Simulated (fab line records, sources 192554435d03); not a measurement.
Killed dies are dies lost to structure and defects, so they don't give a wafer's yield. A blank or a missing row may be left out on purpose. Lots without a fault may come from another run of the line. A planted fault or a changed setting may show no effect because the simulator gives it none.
fab line records | flow n5_finfet
record lots=4 wafers=12 last_day=15
route steps=1938 shown BEOL_M7@1263 PASSIVATION@1936
lots that met no fault: from a run of the same line without faults
start_h: hours from the record's first day to the start of the lot's first wafer shown | wait_h: hours since the lot's step before | " the same as in the row above | L1.1+2: a row that stands for several wafers | - no value, or no start given | * or withheld: withheld | < > ~ a bound
route shown NAME@n: a module of which the file shows steps, and the number in the route of the first | usual: mean/standard deviation of fault-free wafers | same: alike in all rows | chamber/n: place in a boat | sites: the reading at each site | _std_site: their standard deviation | _edge_site: outer sites' mean less inner sites' | radius_mm: how far each site lies from the wafer's centre | mask NAME#n: copy n | behind: the tool/chamber that last shaped the wafer | hold: why the lot was held/for how many hours/how that ended | device: the transistor (n, p or np) that didn't switch | end of line: the same wafers' tests at the end of the route | a step without rows: its recipe alone | killed: dies lost to structure and defects at the first sort, not the wafer's yield | map: a wafer's dies, x killed, . not, _ none there
set.NAME: the setting as run; set.NAME@STEP: as run at that earlier step | model.NAME: the simulator's own value behind a step, which no gauge read
lots at some steps of the route; a table a step, a row a wafer
services: from which hour (start_h, from the record's first day; less than 0 if before it) a tool's chamber was out of use, for how many hours, and why
## steps
# step N5_BEOL_M7_ILD_DEP_00
# recipe material=SiCOH_lowk target_thk_a=1797.5 temp_c=300 precursor=DEMS/porogen pressure_torr=5 rf_w=500 time_s=33.4
# step N5_BEOL_M7_CURE_74
# recipe temp_c=385 time_s=240 ambient=He/Ar material=SiCOH_lowk
# step N5_BEOL_M7_PECVD_70
# recipe material=SiO2 target_thk_a=200 temp_c=400 precursor=TEOS/O2 pressure_torr=5.5 rf_w=450 teos_flow_sccm=53.8 gas=O2 flow_sccm=3000 time_s=22.7
# step N5_BEOL_M7_HM_DEP_02
# recipe material=TiN target_thk_a=200 temp_c=25 chamber_pressure_pa=0.49996
# step N5_BEOL_M7_COAT_59
# recipe resist=SOC temp_c=250 time_s=60 spin_rpm=1500 resist_thk_nm=100
# step N5_BEOL_M7_COAT_60
# recipe resist=SiARC temp_c=220 time_s=60 spin_rpm=1500 resist_thk_nm=35
# step N5_BEOL_M7_COAT_05
# recipe resist=CAR-ArF spin_rpm=1500 resist_thk_nm=90
# step N5_BEOL_M7_EBR_07
# recipe solvent=PGMEA ebr_width_mm=1.5
# step N5_BEOL_M7_SOFTBAKE_06
# recipe temp_c=110 time_s=60 resist=CAR-ArF
# step N5_BEOL_M7_EXPOSE_08
# recipe mask_id=M7 na=1.35 source_shape=dipole sigma_inner=0.817 sigma_outer=0.97 polarization=te dose_mj=68.25
# usual exposure_dose_mJ_cm2=68.23/0.075 reticle_temp_C=23.01/0.1 stage_vel_mm_s=500.00/0.27
# columns lot.wafer tool chamber start_h wait_h mask exposure_dose_mJ_cm2 reticle_temp_C stage_vel_mm_s
L435.3 arfi_scanner-01 0 219.04 - M7#0 68.18 23.12 499.87
L435.4 " 0 " " M7#0 68.16 23.15 500.01
L435.6 " 0 " " M7#0 68.25 23.18 499.94
L436.2 arfi_scanner-01 0 236.49 - M7#0 70.08 22.96 500.26
L436.4 " 0 " " M7#0 69.94 22.88 500.65
L436.6 " 0 " " M7#0 69.97 22.84 500.24
L439.2 arfi_scanner-01 0 258.79 - M7#0 69.50 23.09 500.26
L439.4 " 0 " " M7#0 69.57 22.92 500.23
L439.5 " 0 " " M7#0 69.60 23.18 500.44
L445.1 arfi_scanner-03 0 290.70 - M7#0 68.30 23.06 498.96
L445.2 " 0 " " M7#0 68.22 22.98 499.88
L445.6 " 0 " " M7#0 68.29 22.93 499.95
# step N5_BEOL_M7_PEB_09
# recipe peb_temp_c=withheld peb_time_s=60 resist=CAR-ArF
# step N5_BEOL_M7_DEVELOP_10
# recipe develop_time_s=30 developer=TMAH resist=CAR-ArF rinse_liquid=diw dry=air_spin dev_temp_c=23
# step N5_BEOL_M7_DESCUM_16
# recipe chemistry=O2 time_s=7.9 source_power_w=50 bias_power_w=20 pressure_mtorr=20 rf_frequency_hz=2.712e+07 temp_c=40 resist=CAR-ArF o2_flow_sccm=225
# step N5_BEOL_M7_ETCH_61
# recipe chemistry=CF4 target=SiARC target_depth_a=455 mask_material=CAR-ArF time_s=75.8 ion_energy_ev=80 pressure_mtorr=40 source_w=545 bias_w=36 Ar_flow_sccm=100 cf4_flow_sccm=100 ends=cleared
# usual drypump_motor_current_A=5.7/0.42 etch_rf_on_time_s=75.7/1.9 oes_product_au=0.65/0.042 rf_vpp_V=183.8/1.1 showerhead_plenum_p_Torr=2.14/0.076 throttle_valve_pct=15.61/0.15
# columns lot.wafer tool chamber start_h wait_h drypump_motor_current_A etch_rf_on_time_s oes_product_au rf_hours_counter_h rf_vpp_V showerhead_plenum_p_Torr throttle_valve_pct model.BEOL_M7.cd_offset_nm
L435.3 rie_diel-03 0 219.41 0.0 5.5 75.3 0.64 176 184.3 2.13 15.49 -0.2
L435.4 " 2 " " 6.1 74.2 0.64 179 183.8 2.05 15.37 -0.2
L435.6 " 3 " " 5.1 77.4 0.69 - 184.7 2.25 15.63 -0.2
L436.2 rie_diel-06 3 237.23 0.0 5.7 77.1 0.62 173 184.5 2.22 15.64 1.6
L436.4 " 1 " " 5.5 73.2 0.68 135 182.3 1.99 15.76 1.8
L436.6 " 2 " " 6.0 75.4 0.66 - 183.3 2.15 15.80 2.2
L439.2 rie_diel-05 2 259.04 0.0 4.8 75.6 0.72 73 184.0 2.18 15.54 1.2
L439.4 " 3 " " 6.1 78.1 0.63 174 183.5 2.12 15.54 -0.2
L439.5 " 2 " " 4.8 75.7 0.71 - 183.4 2.18 15.52 1
L445.1 rie_diel-06 2 290.95 0.0 6.0 76.2 0.64 140 183.2 2.15 15.84 -0.6
L445.2 " 3 " " 5.7 77.4 0.62 187 183.6 2.22 15.66 -0.4
L445.6 " 2 " " 6.0 76.5 0.64 - 183.6 2.15 15.82 -0.2
# step N5_BEOL_M7_ETCH_62
# recipe chemistry=N2/H2 target=SOC target_depth_a=1100 overetch_a=220 mask_material=SiARC temp_c=40 time_s=165 ion_energy_ev=200 pressure_mtorr=30 source_w=840 bias_w=150 n2_flow_sccm=200 h2_flow_sccm=200
# step N5_BEOL_M7_STRIP_68
# recipe chemistry=N2/H2 temp_c=40 n2_flow_sccm=200 h2_flow_sccm=200 rf_frequency_hz=6e+07
# step N5_BEOL_M7_STRIP_67
# recipe chemistry=CF4 resist=SiARC power_w=300 bias_power_w=75 pressure_mtorr=50 cf4_flow_sccm=150 rf_frequency_hz=6e+07
# step N5_BEOL_M7_HM_OPEN_17
# recipe chemistry=Cl2/BCl3 target_depth_a=200 overetch_a=60 target=TiN mask_material=SOC ion_energy_ev=150 pressure_mtorr=10 icp_w=1000 bias_w=126 Cl2_flow_sccm=53.25 bcl3_flow_sccm=21.75 Ar_flow_sccm=25
# usual bcl3_flow_sccm=21.75/0.072 drypump_motor_current_A=5.6/0.32 he_backside_leak_sccm=3.3/0.32 oes_product_au=0.66/0.084 throttle_valve_pct=22.16/0.21
# columns lot.wafer tool chamber start_h wait_h bcl3_flow_sccm drypump_motor_current_A he_backside_leak_sccm oes_product_au rf_hours_counter_h throttle_valve_pct model.BEOL_M7.cd_offset_nm
L435.3 rie_metal-02 0 219.68 0.1 21.60 5.2 3.5 0.71 - 21.91 -0.4
L435.4 " 1 " " 21.78 5.5 3.3 0.58 - 21.91 -0.2
L435.6 " 1 " " 21.67 5.5 3.3 0.59 - 21.92 -0.2
L436.2 rie_metal-02 0 237.48 0.0 21.81 5.2 3.3 0.71 25 21.93 1.4
L436.4 " 0 " " 21.71 5.2 3.0 0.72 - 21.90 1.4
L436.6 " 0 " " 21.81 5.1 3.4 0.71 - 21.92 2
L439.2 rie_metal-02 0 259.28 0.0 21.75 5.1 3.2 0.70 27 21.91 1.2
L439.4 " 1 " " 21.69 5.5 3.0 0.58 - 21.92 -0.2
L439.5 " 0 " " 21.74 5.1 3.5 0.70 - 21.91 0.8
L445.1 rie_metal-03 1 291.19 0.0 21.58 5.5 3.2 0.73 13 22.07 -0.4
L445.2 " 0 " " 21.78 5.9 3.3 0.59 72 22.37 -0.4
L445.6 " 0 " " 21.77 6.0 3.1 0.60 - 22.35 -0.2
# step N5_BEOL_M7_STRIP_19
# recipe chemistry=O2 power_w=400 temp_c=40 pressure_mtorr=30 rf_frequency_hz=6e+07 bias_power_w=0 overash_fraction=0.2 o2_flow_sccm=225
# step N5_PASSIVATION_PROBE_49
# usual defect_limited_yield=91.1/1.4 killed_at_M0_to_M3=32/9.3 killed_at_M4_up=13/5.8 killed_at_contacts=12/6.3 killed_at_front_end=44/12 killed_at_other=3.6/2.7 killed_dies=104/17 killed_on_rim=14/3.9 killed_open=69/13 killed_short=34/6.9 sort_bin_5_function=5.2/0.98 sort_bin_6_memory=3.3/0.59 sort_n_pass=1075/17 sort_yield_pct=91.1/1.4
# same gross_dies=1180 killed_at_back_side=0 sort_bin_4_leakage[%]=0 sort_bin_8_speed[%]=0
# columns lot.wafer tool chamber start_h wait_h defect_limited_yield[%] killed_at_M0_to_M3 killed_at_M4_up killed_at_contacts killed_at_front_end killed_at_other killed_dies killed_on_rim killed_open killed_short sort_bin_5_function[%] sort_bin_6_memory[%] sort_n_pass sort_yield_pct[%]
L435.3 prober-02 - 302.04 0.1 91.8 25 20 12 32 8 97 13 67 27 5.5 2.4 1083 91.8
L435.4 prober-02 - 302.09 0.2 92.2 16 18 13 40 5 92 18 61 31 4.3 3.2 1088 92.2
L435.6 prober-02 - 302.19 0.3 90.1 18 22 30 43 4 117 11 82 34 6.2 3.4 1063 90.1
L436.2 prober-02 - 318.97 0.1 90.5 45 13 1 47 6 112 21 71 37 5.3 3.3 1068 90.5
L436.4 prober-02 - 319.07 0.2 90.9 33 4 4 61 5 107 13 67 40 4.6 3.6 1073 90.9
L436.6 prober-02 - 319.17 0.3 93.7 33 5 5 28 3 74 10 44 29 4.0 2.0 1106 93.7
L439.2 prober-01 - 336.58 0.1 88.6 28 14 14 76 3 135 21 91 43 7.5 3.6 1045 88.6
L439.4 prober-01 - 336.68 0.2 90.0 31 12 10 62 3 118 21 75 40 5.8 3.6 1062 90.0
L439.5 prober-01 - 336.73 0.2 90.8 38 11 13 44 2 108 17 71 33 5.2 3.5 1072 90.8
L445.1 prober-02 - 360.80 0.0 93.4 15 17 17 29 0 78 11 55 23 4.3 2.1 1102 93.4
L445.2 prober-02 - 360.85 0.1 90.8 43 12 19 32 2 108 20 65 35 5.0 3.6 1072 90.8
L445.6 prober-02 - 361.05 0.3 92.8 40 8 7 28 2 85 13 52 32 4.0 3.0 1095 92.8
# killed by level:class
L435.3 MOL_CONTACT_COAG:geometric_particle:open=10 FIN_SAQP:geometric_particle:open=8 BEOL_M0_SAQP:geometric_particle:open=7 DUMMY_GATE:geometric_particle:open=6 BEOL_M4:geometric_particle:open=6 STI_FIN_REVEAL:geometric_particle:open=5 BEOL_M3:geometric_particle:open=5 GATE_CUT:geometric_particle:short=4
L435.4 FIN_SAQP:geometric_particle:open=16 MOL_CONTACT_COAG:geometric_particle:open=11 FIN_SAQP:geometric_particle:short=10 BEOL_M4:geometric_particle:open=8 DUMMY_GATE:geometric_particle:open=4 BEOL_M1:geometric_particle:open=4 BEOL_M5:geometric_particle:open=3 GATE_CUT:geometric_particle:short=2
L435.6 MOL_CONTACT_COAG:geometric_particle:open=25 FIN_SAQP:geometric_particle:open=12 DUMMY_GATE:geometric_particle:open=7 BEOL_M4:geometric_particle:open=7 MOL_CONTACT_COAG:geometric_particle:short=5 STI_FIN_REVEAL:geometric_particle:open=5 BEOL_M0_SAQP:geometric_particle:short=5 BEOL_M4:geometric_particle:short=5
L436.2 BEOL_M3:geometric_particle:open=14 STI_FIN_REVEAL:geometric_particle:open=11 BEOL_M2:geometric_particle:open=10 BEOL_M3:geometric_particle:short=9 FIN_SAQP:geometric_particle:open=8 BEOL_M4:geometric_particle:open=7 FIN_SAQP:geometric_particle:short=5 BEOL_M1:geometric_particle:open=5
L436.4 STI_FIN_REVEAL:geometric_particle:open=16 FIN_SAQP:geometric_particle:open=12 BEOL_M0_SAQP:geometric_particle:short=11 BEOL_M1:geometric_particle:open=8 FIN_SAQP:geometric_particle:short=7 BEOL_M3:geometric_particle:open=6 BEOL_M0_SAQP:geometric_particle:open=5 STARTING-WAFER:geometric_particle:open=5
L436.6 BEOL_M3:geometric_particle:open=14 FIN_SAQP:geometric_particle:short=7 BEOL_M0_SAQP:geometric_particle:short=7 BEOL_M0_SAQP:geometric_particle:open=6 ILD0:geometric_particle:short=5 FIN_SAQP:geometric_particle:open=4 MOL_CONTACT_COAG:geometric_particle:open=4 STI_FIN_REVEAL:geometric_particle:open=3
L439.2 STI_FIN_REVEAL:geometric_particle:open=26 MOL_CONTACT_COAG:geometric_particle:open=9 BEOL_M2:geometric_particle:open=9 FIN_SAQP:geometric_particle:open=8 STI_FIN_REVEAL:geometric_particle:short=8 FIN_SAQP:geometric_particle:short=7 DUMMY_GATE:geometric_particle:open=5 MOL_CONTACT_COAG:geometric_particle:short=5
L439.4 STI_FIN_REVEAL:geometric_particle:open=20 FIN_SAQP:geometric_particle:open=11 FIN_SAQP:geometric_particle:short=8 STI_FIN_REVEAL:geometric_particle:short=8 MOL_CONTACT_COAG:geometric_particle:open=8 BEOL_M0_SAQP:geometric_particle:short=8 BEOL_M4:geometric_particle:open=6 BEOL_M1:geometric_particle:open=5
L439.5 STI_FIN_REVEAL:geometric_particle:open=15 BEOL_M2:geometric_particle:open=13 MOL_CONTACT_COAG:geometric_particle:open=9 BEOL_M0_SAQP:geometric_particle:short=9 FIN_SAQP:geometric_particle:open=5 STI_FIN_REVEAL:geometric_particle:short=4 SPACER0:geometric_particle:short=4 MOL_CONTACT_COAG:geometric_particle:short=4
L445.1 MOL_CONTACT_COAG:geometric_particle:open=13 BEOL_M4:geometric_particle:open=9 FIN_SAQP:geometric_particle:open=6 BEOL_M1:geometric_particle:open=5 FIN_SAQP:geometric_particle:short=4 STI_FIN_REVEAL:geometric_particle:open=4 DUMMY_GATE:geometric_particle:open=4 MOL_CONTACT_COAG:geometric_particle:short=4
L445.2 MOL_CONTACT_COAG:geometric_particle:open=13 BEOL_M0_SAQP:geometric_particle:open=9 BEOL_M0_SAQP:geometric_particle:short=8 BEOL_M4:geometric_particle:open=7 BEOL_M2:geometric_particle:open=7 BEOL_M3:geometric_particle:open=7 HKMG_FIN:area_etch=6 STI_FIN_REVEAL:geometric_particle:open=5
L445.6 BEOL_M2:geometric_particle:open=12 BEOL_M0_SAQP:geometric_particle:open=9 BEOL_M0_SAQP:geometric_particle:short=8 FIN_SAQP:geometric_particle:open=6 FIN_SAQP:geometric_particle:short=5 MOL_CONTACT_COAG:geometric_particle:open=5 BEOL_M4:geometric_particle:open=5 STARTING-WAFER:geometric_particle:open=4
## services
# columns tool chamber start_h hours kind
rie_diel-05 - 195.70 0.7 repair
arfi_scanner-03 - 202.63 13.8 repair
arfi_scanner-01 - 212.22 4.9 pm
arfi_scanner-03 0 221.94 - calibration
rie_diel-03 2 225.59 2.0 repair
arfi_scanner-03 - 233.84 3.2 repair
rie_diel-05 0 241.22 3.8 repair
arfi_scanner-03 - 242.48 0.5 repair
arfi_scanner-01 0 274.65 - calibration
arfi_scanner-01 - 275.97 1.0 pm
arfi_scanner-03 - 284.22 6.0 pm
arfi_scanner-01 - 284.48 0.2 repair
rie_diel-06 3 291.19 8.3 repair
## key
first_sign step=N5_BEOL_M7_EXPOSE_08 reading=exposure_dose_mJ_cm2 direction=up sigmas=21 usual=68.23 struck=69.78
effect none on later readings
model_effect step=N5_BEOL_M7_ETCH_61 value=BEOL_M7.cd_offset_nm without=0.2 struck=1.267
model_effect step=N5_BEOL_M7_HM_OPEN_17 value=BEOL_M7.cd_offset_nm without=0.06667 struck=1.1
met_at N5_BEOL_M7_EXPOSE_08
struck_wafers L436.2,L436.4,L436.6,L439.2,L439.4,L439.5
loop_trim step=N5_BEOL_M7_EXPOSE_08 setting=dose lots=L439
onset_between 219.04 236.49
fault kind=process_parameter_drift tool=arfi_scanner-01 chamber=- onset_h=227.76 steps=N5_BEOL_M7_EXPOSE_08 channel=dose_mj offset=1.6366 shape=step acts_in=these_recipes_only stated=68.25
# loop_trim: a control loop set the setting to another value than it would have without faults
